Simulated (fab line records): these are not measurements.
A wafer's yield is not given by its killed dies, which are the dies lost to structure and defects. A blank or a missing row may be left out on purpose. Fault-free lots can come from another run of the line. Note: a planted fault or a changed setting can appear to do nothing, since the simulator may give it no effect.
fab line records	flow n5Finfet
record lots=9	wafers=27	lastDay=18
route steps=1938 shown MOL_CONTACT_COAG@584 BEOL_M4@1111 PASSIVATION@1936
lots with no fault: from the same line, run without faults
startH: hours from the record's first day to the start of the lot's first wafer shown	waitH: how many hours have passed since the lot's step before this one	" same as the row above	L1.1+2: several wafers, shown together as one row	- value missing, or start not given	* or withheld: withheld	< > ~ a bound
route shown NAME@n: a module of which the file shows steps, and the number in the route of the first	usual: mean/standard deviation of fault-free wafers	same: alike in all rows	chamber/n: place in a boat	sites: each site's reading	_std_site: the standard deviation of these	_edge_site: outer sites' mean less inner sites'	radiusMm: how far each site lies from the wafer's centre	mask NAME#n: copy n	behind: the last tool/chamber to shape the wafer	hold: why the lot went on hold/how many hours it stayed there/how the hold came to an end	device: the n, p or np transistor that did not switch	end of line: the same wafers' tests at the end of the route	where a step has no rows: the recipe by itself	killed: at the first sort, the dies lost to defects and structure; wafer yield is something else	map: shows each die of a wafer: x if killed, . if not, _ if none is there
set.NAME: the setting the step ran with; set.NAME@STEP: the setting that earlier step ran with	model.NAME: the simulator's own value behind a step, which no gauge read
the route's steps for a sample of lots (tables are steps, rows are wafers)
services: when a tool's chamber went out of use (startH, in hours from the record's first day, below 0 if earlier), for how many hours, and the reason
## steps
# step N5_MOL_CONTACT_COAG_ETCHBACK_135
# recipe chemistry=CHF3	target=SiO2	targetDepthA=250	timeS=16.7	ionEnergyEv=200	pressureMtorr=30	sourceW=610	biasW=170	Ar_flow_sccm=200	CHF3_flow_sccm=50
# usual biasW=170.1/0.49	drypumpMotorCurrentA=5.8/0.45	oesProductAu=0.81/0.094	rfVppV=521/8.1	showerheadPlenumPTorr=2.41/0.059	throttleValvePct=18.76/0.24
lot.wafer	tool	chamber	startH	waitH	biasW	drypumpMotorCurrentA	oesProductAu	rfHoursCounterH	rfVppV	showerheadPlenumPTorr	throttleValvePct
L507.2	rieDiel-01	1	101.91	0.0	170.2	6.4	0.91	39	527	2.42	18.32
L507.3	"	0	"	"	169.8	6.7	0.70	227	513	2.45	18.94
L507.6	"	3	"	"	170.3	5.5	0.72	-	520	2.36	18.82
L508.2	rieDiel-03	3	107.30	0.0	170.3	5.8	0.72	235	511	2.33	18.63
L508.5	"	3	"	"	169.9	5.7	0.72	-	512	2.34	18.63
L508.6	"	1	"	"	170.0	6.0	0.93	-	515	2.36	18.72
L509.1	rieDiel-03	0	114.62	0.0	170.0	5.9	0.68	256	530	2.44	19.20
L509.4	"	0	"	"	169.6	5.8	0.68	-	531	2.44	19.18
L509.6	"	3	"	"	170.4	5.8	0.72	-	511	2.33	18.63
L511.1	rieDiel-01	0	125.79	0.0	170.2	6.7	0.68	236	514	2.44	18.94
L511.3	"	3	"	"	169.9	5.5	0.71	204	520	2.36	18.82
L511.5	"	1	"	"	170.2	6.4	0.89	-	528	2.42	18.34
L512.1	rieDiel-01	0	132.24	0.0	169.2	6.7	0.68	238	514	2.44	18.96
L512.2	"	1	"	"	169.7	6.5	0.89	51	530	2.42	18.34
L512.4	"	2	"	"	170.2	5.3	0.71	220	507	2.36	18.95
L513.1	rieDiel-06	2	135.79	0.0	169.7	5.6	0.70	232	527	2.45	18.99
L513.3	"	2	"	"	169.1	5.6	0.69	-	527	2.45	19.00
L513.4	"	3	"	"	169.8	5.7	0.77	-	515	2.36	19.02
L518.1	rieDiel-06	2	166.59	0.0	170.0	5.5	0.69	244	527	2.45	19.02
L518.4	"	1	"	"	170.4	6.1	0.90	29	527	2.54	18.51
L518.5	"	0	"	"	170.6	5.1	0.78	-	536	2.50	18.80
L523.3	rieDiel-06	0	197.39	0.0	170.2	5.2	0.77	143	536	2.49	18.84
L523.4	"	1	"	"	170.5	6.1	0.87	-	526	2.54	18.53
L523.6	"	3	"	"	171.0	5.7	0.75	-	514	2.35	19.04
L530.1	rieDiel-06	3	234.00	0.0	170.6	5.7	0.74	199	514	2.35	19.09
L530.2	"	2	"	"	170.5	5.5	0.96	9	528	2.44	18.58
L530.6	"	0	"	"	170.5	5.1	0.76	-	535	2.48	18.84
# step N5_MOL_CONTACT_COAG_CD_MEAS_40
# recipe targetCdNm=25.1	landingEnergyEv=500	detector=seInlens	polarity=opening
# usual cdNm=25.09/0.26
lot.wafer	tool	chamber	startH	waitH	cdNm
L507.2	cdSem-01	0	102.60	-	25.12
L507.3	"	0	"	"	24.79
L507.6	"	0	"	"	25.23
L508.2	cdSem-02	0	107.99	-	24.73
L508.5	"	0	"	"	25.44
L508.6	"	0	"	"	25.13
L509.1	cdSem-03	0	115.43	-	25.07
L509.4	"	0	"	"	24.95
L509.6	"	0	"	"	25.06
L511.1	cdSem-01	0	126.71	-	24.93
L511.3	"	0	"	"	24.83
L511.5	"	0	"	"	24.73
L512.1	cdSem-01	0	132.93	-	25.55
L512.2	"	0	"	"	25.41
L512.4	"	0	"	"	25.13
L513.1	cdSem-02	0	136.70	-	24.88
L513.3	"	0	"	"	25.15
L513.4	"	0	"	"	24.85
L518.1	cdSem-01	0	167.33	-	24.90
L518.4	"	0	"	"	24.78
L518.5	"	0	"	"	25.15
L523.3	cdSem-02	0	198.21	-	25.16
L523.4	"	0	"	"	25.11
L523.6	"	0	"	"	25.01
L530.1	cdSem-01	0	234.69	-	24.95
L530.2	"	0	"	"	24.91
L530.6	"	0	"	"	25.22
# step N5_MOL_CONTACT_COAG_ALD_133
# recipe material=SiO2	targetThkA=50	tempC=100	aldPrecursorFamily=BDEAS	aldCoReactant=O2-plasma	pulseTimeS=1	coReactantPulseTimeS=1	purgeTimeS=2	coReactantPurgeTimeS=2	aldCycles=35	pressureTorr=2
# usual aldCycles=35/0	heaterPowerW=77/8.6	precursorPulseHeightRel=0.999/0.021
lot.wafer	tool	chamber	startH	waitH	aldCycles	heaterPowerW	precursorPulseHeightRel	sinceWetCleanH
L507.2	aldSin-04	0	102.88	0.1	35	71	1.002	94
L507.3	"	2	"	"	35	70	0.970	94
L507.6	"	2	"	"	35	69	1.010	-
L508.2	aldSin-04	2	108.24	0.1	35	70	0.981	99
L508.5	"	1	"	"	35	81	0.980	-
L508.6	"	2	"	"	35	70	0.989	-
L509.1	aldSin-04	2	115.84	0.2	35	71	1.016	107
L509.4	"	1	"	"	35	80	1.025	107
L509.6	"	0	"	"	35	72	0.999	-
L511.1	aldSin-02	2	127.86	0.1	35	80	1.003	316
L511.3	"	0	"	"	35	82	0.991	316
L511.5	"	1	"	"	35	95	0.985	-
L512.1	aldSin-01	1	133.85	0.7	35	64	0.993	34
L512.2	"	2	"	"	35	85	1.010	34
L512.4	"	0	"	"	35	68	0.954	34
L513.1	aldSin-02	2	136.96	0.1	35	78	1.026	325
L513.3	"	3	"	"	35	68	1.005	325
L513.4	"	1	"	"	35	96	1.003	325
L518.1	aldSin-01	0	167.61	0.1	35	67	0.989	68
L518.4	"	2	"	"	35	88	1.007	68
L518.5	"	3	"	"	35	84	1.014	-
L523.3	aldSin-04	1	198.46	0.1	35	78	0.998	190
L523.4	"	1	"	"	44	82	0.936	-
L523.6	"	2	"	"	44	70	0.983	-
L530.1	aldSin-04	0	234.95	0.1	35	72	1.000	226
L530.2	"	2	"	"	44	70	1.047	226
L530.6	"	3	"	"	44	78	1.003	-
# step N5_MOL_CONTACT_COAG_ETCHBACK_134
# recipe chemistry=CHF3	target=SiO2	targetDepthA=100	timeS=6.7	ionEnergyEv=200	pressureMtorr=30	sourceW=610	biasW=170	Ar_flow_sccm=200	CHF3_flow_sccm=50
# usual biasW=170.0/0.46	drypumpMotorCurrentA=5.8/0.44	oesProductAu=0.85/0.098	rfVppV=519/7.2	showerheadPlenumPTorr=2.39/0.052	throttleValvePct=18.69/0.21
lot.wafer	tool	chamber	startH	waitH	biasW	drypumpMotorCurrentA	oesProductAu	rfHoursCounterH	rfVppV	showerheadPlenumPTorr	throttleValvePct
L507.2	rieDiel-01	2	103.20	0.2	169.7	5.3	0.72	210	510	2.36	18.94
L507.3	"	0	"	"	169.7	6.7	0.70	227	514	2.45	18.94
L507.6	"	0	"	"	169.4	6.7	0.70	-	513	2.45	18.94
L508.2	rieDiel-01	3	108.48	0.2	169.8	5.5	0.72	198	521	2.36	18.82
L508.5	"	3	"	"	170.3	5.4	0.72	-	520	2.36	18.84
L508.6	"	0	"	"	170.2	6.7	0.70	-	513	2.45	18.93
L509.1	rieDiel-03	1	116.02	0.1	169.9	6.0	0.91	14	517	2.35	18.74
L509.4	"	3	"	"	170.6	5.7	0.71	-	511	2.33	18.61
L509.6	"	1	"	"	170.2	6.0	0.91	-	517	2.35	18.75
L511.1	rieDiel-03	1	128.13	0.2	170.2	6.0	0.90	21	515	2.35	18.73
L511.3	"	3	"	"	169.9	5.7	0.71	245	510	2.33	18.64
L511.5	"	2	"	"	170.3	5.3	0.93	-	518	2.44	18.68
L512.1	rieDiel-03	1	134.35	0.4	170.3	6.0	0.89	25	516	2.35	18.75
L512.2	"	3	"	"	169.5	5.7	0.71	248	513	2.33	18.64
L512.4	"	2	"	"	170.3	5.3	0.92	-	519	2.44	18.69
L513.1	rieDiel-03	3	137.14	0.1	170.1	5.7	0.70	250	510	2.33	18.64
L513.3	"	1	"	"	169.3	6.0	0.89	26	516	2.35	18.74
L513.4	"	1	"	"	170.0	6.0	0.89	-	516	2.35	18.76
L518.1	rieDiel-03	0	168.14	0.4	169.8	5.9	0.94	12	531	2.43	18.77
L518.4	"	2	"	"	170.7	5.3	0.89	24	518	2.43	18.73
L518.5	"	3	"	"	170.4	5.7	1.01	-	511	2.33	18.26
L523.3	rieDiel-03	3	198.65	0.1	170.5	5.7	0.96	13	510	2.32	18.27
L523.4	"	1	"	"	170.3	6.0	0.85	50	516	2.34	18.78
L523.6	"	2	"	"	169.3	5.4	0.87	-	517	2.43	18.74
L530.1	rieDiel-03	1	235.27	0.2	170.6	6.0	0.83	63	515	2.34	18.79
L530.2	"	0	"	"	170.3	5.8	0.88	35	529	2.42	18.80
L530.6	"	0	"	"	170.3	5.9	0.88	-	529	2.42	18.78
# step N5_BEOL_M4_RC_MEAS_101
# usual DIBL_N=36.0/1.7	DIBL_P=36.0/2	IOFF_N=0.156/0.028	IOFF_P=0.21/0.04	ION_N=673/12	ION_P=463/8.3	SS_N=71.4/0.6	SS_P=73.3/0.66	VT_N=250/3	VT_P=-250/3.8
lot.wafer	tool	chamber	startH	waitH	device	DIBL_N[mV/V]	DIBL_P[mV/V]	IOFF_N[nA/um]	IOFF_P[nA/um]	ION_N[uA/um]	ION_P[uA/um]	SS_N[mV/dec]	SS_P[mV/dec]	VT_N[mV]	VT_P[mV]
L507.2	prober-01	0	165.53	0.2	-	35.2	35.4	0.146	0.20	668	470	71.2	73.2	252	-250
L507.3	"	0	"	"	-	33.2	33.1	0.118	0.16	661	461	70.4	73.0	254	-253
L507.6	"	0	"	"	-	33.7	34.3	0.132	0.19	667	458	71.0	72.7	252	-250
L509.1	prober-02	0	169.30	0.0	-	35.8	35.5	0.155	0.16	674	460	72.5	73.2	250	-257
L509.4	"	0	"	"	-	38.5	39.1	0.207	0.22	680	454	72.3	74.7	248	-251
L509.6	"	0	"	"	-	35.0	35.3	0.146	0.17	668	454	70.5	73.0	248	-256
L508.2	prober-01	0	173.52	0.2	-	33.3	32.2	0.102	0.17	653	460	70.6	72.2	256	-253
L508.5	"	0	"	"	-	35.7	35.4	0.135	0.20	654	456	72.1	73.7	254	-251
L508.6	"	0	"	"	-	35.2	34.4	0.136	0.20	666	459	71.4	72.7	254	-249
L511.1	prober-01	0	181.50	0.0	-	36.4	39.0	0.167	0.26	684	469	72.0	73.6	249	-245
L511.3	"	0	"	"	-	35.6	36.4	0.153	0.22	667	466	71.8	72.4	253	-247
L511.5	"	0	"	"	-	35.0	36.8	0.141	0.21	660	462	70.9	73.0	251	-249
L512.1	prober-01	0	190.45	0.0	-	34.8	33.7	0.118	0.18	652	454	71.3	73.1	255	-252
L512.2	"	0	"	"	-	37.8	38.1	0.169	0.24	669	465	72.4	73.7	250	-246
L512.4	"	0	"	"	-	35.3	34.2	0.136	0.18	672	463	71.1	72.9	250	-252
L513.1	prober-02	0	203.34	0.0	-	39.3	39.6	0.205	0.27	676	471	72.0	75.0	248	-247
L513.3	"	0	"	"	-	36.9	36.2	0.154	0.21	662	456	71.2	74.1	254	-253
L513.4	"	0	"	"	-	38.1	36.6	0.160	0.21	662	455	71.5	74.0	254	-254
L518.1	prober-01	0	236.13	0.0	-	39.2	38.8	0.220	0.28	699	477	72.1	74.7	243	-247
L518.4	"	0	"	"	-	32.8	30.8	0.107	0.16	658	465	70.5	72.3	254	-252
L518.5	"	0	"	"	-	35.6	34.7	0.146	0.21	670	463	71.4	73.2	252	-252
L523.3	prober-02	0	263.12	0.3	-	38.2	39.8	0.180	0.26	676	466	71.8	73.4	248	-246
L523.4	"	0	"	"	np	-	-	-	-	-	-	-	-	-	-
L523.6	"	0	"	"	np	-	-	-	-	-	-	-	-	-	-
L530.1	prober-02	0	312.58	0.0	-	36.8	37.8	0.184	0.23	694	471	71.0	73.2	246	-249
L530.2	"	0	"	"	np	-	-	-	-	-	-	-	-	-	-
L530.6	"	0	"	"	np	-	-	-	-	-	-	-	-	-	-
# step N5_PASSIVATION_PROBE_49
# usual defectLimitedYield=91.6/1.6	killed_at_M0_to_M3=31/10	killed_at_M4_up=14/6.3	killedAtContacts=12/6.1	killedAtFrontEnd=39/12	killedAtOther=3.7/2.8	killedDies=100/19	killedOnRim=13/4.2	killedOpen=66/14	killedShort=33/8.1	sort_bin_5_function=5.0/1.1	sort_bin_6_memory=3.2/0.66	sortNPass=1080/18	sortYieldPct=91.6/1.6
# same grossDies=1180	killedAtBackSide=0	sort_bin_4_leakage[%]=0	sort_bin_8_speed[%]=0
lot.wafer	tool	chamber	startH	waitH	defectLimitedYield[%]	killed_at_M0_to_M3	killed_at_M4_up	killedAtContacts	killedAtFrontEnd	killedAtOther	killedDies	killedOnRim	killedOpen	killedShort	sort_bin_5_function[%]	sort_bin_6_memory[%]	sortNPass	sortYieldPct[%]
L511.1	prober-02	-	286.20	0.0	93.2	27	6	17	29	1	80	14	54	26	4.1	2.5	1100	93.2
L511.3	prober-02	-	286.30	0.1	93.6	14	9	22	30	1	76	13	55	20	3.7	2.5	1104	93.6
L511.5	prober-02	-	286.40	0.2	92.2	29	6	17	38	2	92	8	57	34	4.2	3.4	1088	92.2
L512.1	prober-01	-	297.03	0.0	91.4	31	12	24	32	2	101	19	65	36	4.9	3.5	1079	91.4
L512.2	prober-01	-	297.08	0.1	93.2	22	6	22	28	2	80	10	51	27	3.6	2.9	1100	93.2
L512.4	prober-01	-	297.18	0.2	92.4	36	11	10	26	7	90	7	55	35	4.9	2.0	1090	92.4
L513.1	prober-02	-	304.53	0.0	91.4	38	17	2	39	6	102	12	71	30	5.0	3.2	1078	91.4
L513.3	prober-02	-	304.63	0.1	93.2	22	7	3	47	1	80	8	53	27	4.1	2.4	1100	93.2
L513.4	prober-02	-	304.68	0.2	91.2	38	10	20	34	2	104	16	65	38	5.3	3.4	1076	91.2
L518.1	prober-01	-	339.24	0.0	92.1	38	11	6	31	7	93	8	68	24	4.2	3.5	1087	92.1
L518.4	prober-01	-	339.39	0.2	93.1	32	15	4	29	2	82	13	59	23	4.5	2.0	1098	93.1
L518.5	prober-01	-	339.44	0.2	93.9	26	9	4	25	8	72	13	44	25	3.1	2.5	1108	93.9
L523.3	prober-01	-	376.97	0.1	92.0	20	21	6	46	1	94	11	67	26	4.6	2.9	1086	92.0
L523.4	prober-01	-	377.02	0.2	58.3	23	22	382	60	5	492	62	68	50	37.0	4.2	688	58.3
L523.6	prober-01	-	377.12	0.3	62.3	16	9	367	53	0	445	60	49	35	34.5	2.8	735	62.3
L530.1	prober-02	-	419.93	0.0	92.6	36	11	7	32	1	87	8	63	24	4.2	3.1	1093	92.6
L530.2	prober-02	-	419.98	0.1	59.2	26	19	381	48	8	482	68	72	36	37.2	3.4	698	59.2
L530.6	prober-02	-	420.18	0.3	62.8	31	8	364	36	0	439	44	64	23	34.2	2.8	741	62.8
# killed by level:class
L511.1 MOL_CONTACT_COAG:geometricParticle:open=12 FIN_SAQP:geometricParticle:short=9 STI_FIN_REVEAL:geometricParticle:open=6 BEOL_M0:geometricParticle:open=6 FIN_SAQP:geometricParticle:open=5 MOL_CONTACT_COAG:geometricParticle:short=5 BEOL_M0_SAQP:geometricParticle:open=5 BEOL_M2:geometricParticle:open=5
L511.3 MOL_CONTACT_COAG:geometricParticle:open=17 STI_FIN_REVEAL:geometricParticle:open=9 BEOL_M4:geometricParticle:open=6 BEOL_M0_SAQP:geometricParticle:open=5 FIN_SAQP:geometricParticle:open=4 MOL_CONTACT_COAG:geometricParticle:short=4 BEOL_M0_SAQP:geometricParticle:short=4 FIN_SAQP:geometricParticle:short=3
L511.5 MOL_CONTACT_COAG:geometricParticle:open=15 BEOL_M0_SAQP:geometricParticle:open=9 BEOL_M0_SAQP:geometricParticle:short=9 STI_FIN_REVEAL:geometricParticle:open=8 FIN_SAQP:geometricParticle:open=5 BEOL_M3:geometricParticle:open=5 FIN_SAQP:geometricParticle:short=4 FIN_CUT:geometricParticle:short=4
L512.1 MOL_CONTACT_COAG:geometricParticle:open=20 FIN_SAQP:geometricParticle:short=8 BEOL_M0_SAQP:geometricParticle:short=7 BEOL_M3:geometricParticle:open=7 FIN_SAQP:geometricParticle:open=5 GATE_CUT:geometricParticle:short=5 BEOL_M0_SAQP:geometricParticle:open=5 BEOL_M4:geometricParticle:open=5
L512.2 MOL_CONTACT_COAG:geometricParticle:open=17 FIN_SAQP:geometricParticle:open=8 FIN_SAQP:geometricParticle:short=7 MOL_CONTACT_COAG:geometricParticle:short=5 BEOL_M3:geometricParticle:open=5 GATE_CUT:geometricParticle:short=4 BEOL_M0_SAQP:geometricParticle:short=4 BEOL_M0:geometricParticle:open=4
L512.4 MOL_CONTACT_COAG:geometricParticle:open=10 BEOL_M0_SAQP:geometricParticle:short=9 STI_FIN_REVEAL:geometricParticle:open=5 BEOL_M0_SAQP:geometricParticle:open=5 BEOL_M0:geometricParticle:short=5 FIN_SAQP:geometricParticle:open=4 BEOL_M3:geometricParticle:open=4 BEOL_M4:geometricParticle:open=4
L513.1 FIN_SAQP:geometricParticle:open=13 BEOL_M1:geometricParticle:open=11 BEOL_M0_SAQP:geometricParticle:short=8 BEOL_M0_SAQP:geometricParticle:open=8 FIN_SAQP:geometricParticle:short=7 STI_FIN_REVEAL:geometricParticle:open=6 BEOL_M3:geometricParticle:open=5 BEOL_M5:geometricParticle:open=5
L513.3 FIN_SAQP:geometricParticle:open=19 FIN_SAQP:geometricParticle:short=8 BEOL_M0_SAQP:geometricParticle:open=8 DUMMY_GATE:geometricParticle:open=5 BEOL_M4:geometricParticle:open=5 GATE_CUT:geometricParticle:short=4 BEOL_M0_SAQP:geometricParticle:short=4 BEOL_M3:geometricParticle:open=3
L513.4 MOL_CONTACT_COAG:geometricParticle:open=16 BEOL_M1:geometricParticle:open=12 BEOL_M0_SAQP:geometricParticle:open=9 FIN_SAQP:geometricParticle:short=8 BEOL_M0_SAQP:geometricParticle:short=7 BEOL_M5:geometricParticle:open=5 FIN_SAQP:geometricParticle:open=4 STI_FIN_REVEAL:geometricParticle:open=4
L518.1 BEOL_M2:geometricParticle:open=14 BEOL_M3:geometricParticle:open=12 FIN_SAQP:geometricParticle:open=10 GATE_CUT:geometricParticle:short=6 BEOL_M4:geometricParticle:open=6 DUMMY_GATE:geometricParticle:open=4 MOL_CONTACT_COAG:geometricParticle:open=4 BEOL_M1:geometricParticle:open=3
L518.4 BEOL_M2:geometricParticle:open=9 FIN_SAQP:geometricParticle:open=8 BEOL_M3:geometricParticle:open=6 FIN_SAQP:geometricParticle:short=5 BEOL_M0_SAQP:geometricParticle:open=5 GATE_CUT:geometricParticle:short=4 BEOL_M1:geometricParticle:open=4 BEOL_M4:geometricParticle:open=4
L518.5 BEOL_M2:geometricParticle:open=7 FIN_SAQP:geometricParticle:short=5 GATE_CUT:geometricParticle:short=5 BEOL_M4:geometricParticle:open=5 BEOL_M0_SAQP:geometricParticle:open=4 BEOL_M0:geometricParticle:open=4 BEOL_M3:geometricParticle:open=4 GATE_CUT:geometricParticle:open=3
L523.3 STI_FIN_REVEAL:geometricParticle:open=10 FIN_SAQP:geometricParticle:short=8 DUMMY_GATE:geometricParticle:open=8 BEOL_M3:geometricParticle:open=7 BEOL_M4:geometricParticle:open=7 BEOL_M5:geometricParticle:open=7 GATE_CUT:geometricParticle:open=5 MOL_CONTACT_COAG:geometricParticle:open=5
L523.4 MOL_CONTACT_COAG:areaAld=374 GATE_CUT:geometricParticle:short=12 GATE_CUT:geometricParticle:open=10 FIN_SAQP:geometricParticle:open=9 BEOL_M4:geometricParticle:open=9 BEOL_M0_SAQP:geometricParticle:short=8 STI_FIN_REVEAL:geometricParticle:open=6 MOL_CONTACT_COAG:geometricParticle:open=6
L523.6 MOL_CONTACT_COAG:areaAld=360 FIN_SAQP:geometricParticle:open=12 FIN_SAQP:geometricParticle:short=11 GATE_CUT:geometricParticle:short=7 MOL_CONTACT_COAG:geometricParticle:open=7 STARTING-WAFER:geometricParticle:open=5 STI_FIN_REVEAL:geometricParticle:open=4 DUMMY_GATE:geometricParticle:short=4
L530.1 BEOL_M3:geometricParticle:open=14 BEOL_M0_SAQP:geometricParticle:open=12 STI_FIN_REVEAL:geometricParticle:open=8 MOL_CONTACT_COAG:geometricParticle:open=7 GATE_CUT:geometricParticle:open=6 BEOL_M0_SAQP:geometricParticle:short=4 STARTING-WAFER:geometricParticle:open=4 STI_FIN_REVEAL:geometricParticle:short=3
L530.2 MOL_CONTACT_COAG:areaAld=372 GATE_CUT:geometricParticle:short=13 STI_FIN_REVEAL:geometricParticle:open=12 BEOL_M2:geometricParticle:open=10 FIN_SAQP:geometricParticle:open=6 MOL_CONTACT_COAG:geometricParticle:open=6 BEOL_M4:geometricParticle:open=6 BEOL_M0_SAQP:geometricParticle:open=4
L530.6 MOL_CONTACT_COAG:areaAld=351 BEOL_M3:geometricParticle:open=13 MOL_CONTACT_COAG:geometricParticle:open=11 FIN_SAQP:geometricParticle:open=8 BEOL_M0:geometricParticle:open=7 BEOL_M0_SAQP:geometricParticle:open=6 FIN_SAQP:geometricParticle:short=4 DUMMY_GATE:geometricParticle:open=4
## services
tool	chamber	startH	hours	kind
rieDiel-06	2	78.60	4.3	repair
rieDiel-01	3	80.46	4.2	repair
aldSin-01	-	85.90	14.0	pm
rieDiel-03	2	91.31	7.1	repair
aldSin-04	1	91.70	3.7	repair
rieDiel-03	2	98.71	-	clean
rieDiel-03	2	98.71	-	consumableReplace:focusRing
rieDiel-03	2	98.71	21.3	scheduledDown
rieDiel-03	2	98.71	21.3	ventCycle
rieDiel-03	-	111.30	2.4	repair
rieDiel-03	0	120.24	-	clean
rieDiel-03	0	120.24	-	consumableReplace:focusRing
rieDiel-03	0	120.24	20.2	scheduledDown
rieDiel-03	0	120.24	20.2	ventCycle
aldSin-01	2	126.17	3.7	repair
rieDiel-06	1	132.23	6.0	repair
rieDiel-06	0	133.63	5.5	repair
rieDiel-06	-	139.31	0.5	repair
aldSin-02	-	139.72	0.6	repair
rieDiel-06	3	155.87	5.8	repair
aldSin-02	-	177.33	14.0	pm
aldSin-04	3	194.48	12.8	repair
rieDiel-03	-	221.21	0.3	repair
aldSin-02	3	229.51	6.3	repair
## key
firstSign step=N5_MOL_CONTACT_COAG_ALD_133	reading=aldCycles	direction=up	sigmas=99+	usual=*	struck=*
effect step=N5_BEOL_M4_RC_MEAS_101	reading=device	direction=added
effect step=N5_PASSIVATION_PROBE_49	reading=killedAtContacts	direction=up	sigmas=59	usual=12	struck=374
moreKillsBornAt N5_MOL_CONTACT_COAG_ALD_133@aldSin-04=1457
metAt N5_MOL_CONTACT_COAG_ALD_133
struckLots L523,L530
struckWafers L523.4,L523.6,L530.2,L530.6
notActingAt N5_MOL_CONTACT_COAG_ETCHBACK_135,N5_MOL_CONTACT_COAG_CD_MEAS_40,N5_MOL_CONTACT_COAG_ETCHBACK_134
onsetBetween 115.84 198.46
fault kind=processParameterDrift	tool=aldSin-04	chamber=-	onsetH=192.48	steps=N5_MOL_CONTACT_COAG_ALD_133	channel=aldCycles	offset=*	shape=step	endH=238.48	scope=struckWafersOnly	actsIn=*	stated=*
